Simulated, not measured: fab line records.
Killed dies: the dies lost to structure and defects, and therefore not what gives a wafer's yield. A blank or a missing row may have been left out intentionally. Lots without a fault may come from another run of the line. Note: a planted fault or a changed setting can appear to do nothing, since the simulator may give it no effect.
Matching of chambers	flow nand_harc	NHARC_A_STAIRCASE_TRIM_12 on rie_diel-11 has 4 sister chambers
The step chemistry O2, time 211.2 s. 8 wafers are shown with their chamber, then 11 later ones without.

## WAFERS, EACH WITH ITS CHAMBER
wafer	chamber	showerhead_plenum_p_Torr (Torr)	drypump_motor_current_A (A)
L075.3	1	3.77	5.7
L080.1	1	3.76	5.7
L080.6	2	3.79	6.1
L082.5	0	3.37	5.8
L087.2	2	3.78	6.1
L087.4	3	3.32	6.7
L087.5	0	3.36	5.8
L088.2	3	3.32	6.6

## WAFERS WHOSE CHAMBER IS MISSING
wafer	showerhead_plenum_p_Torr (Torr)	drypump_motor_current_A (A)
L088.3	3.36	5.8
L088.6	3.78	6.1
L093.1	3.31	6.6
L093.2	3.36	5.8
L093.6	3.75	5.7
L093.3	3.78	6.1
L093.4	3.75	5.7
L093.5	3.36	5.8
L094.1	3.74	5.7
L094.4	3.35	5.8
L094.6	3.77	6.1

## CHAMBER TAKEN BY EACH
wafer	from the rows above	in truth
L088.3	0	0
L088.6	2	2
L093.1	3	3
L093.2	0	0
L093.6	1	1
L093.3	2	2
L093.4	1	1
L093.5	0	0
L094.1	1	1
L094.4	0	0
L094.6	2	2
Correctly placed: 11 of 11. Can't be placed from these rows: 0. 0 placed wrongly.
How it was worked out, from the rows above alone: a wafer's distance from a chamber is the root of the sum, over the readings, of the square of ((its reading less the chamber's mean) divided by the reading's scatter). If the next closest chamber is less than 2 further off than the closest, the wafer can't be placed; otherwise it belongs to the closest. Each chamber's mean is taken over the wafers shown for it. How the scatter is found: for the shown wafers, subtract from each reading the mean of its chamber, square and add these, divide the total by (wafers less chambers), then take the root.
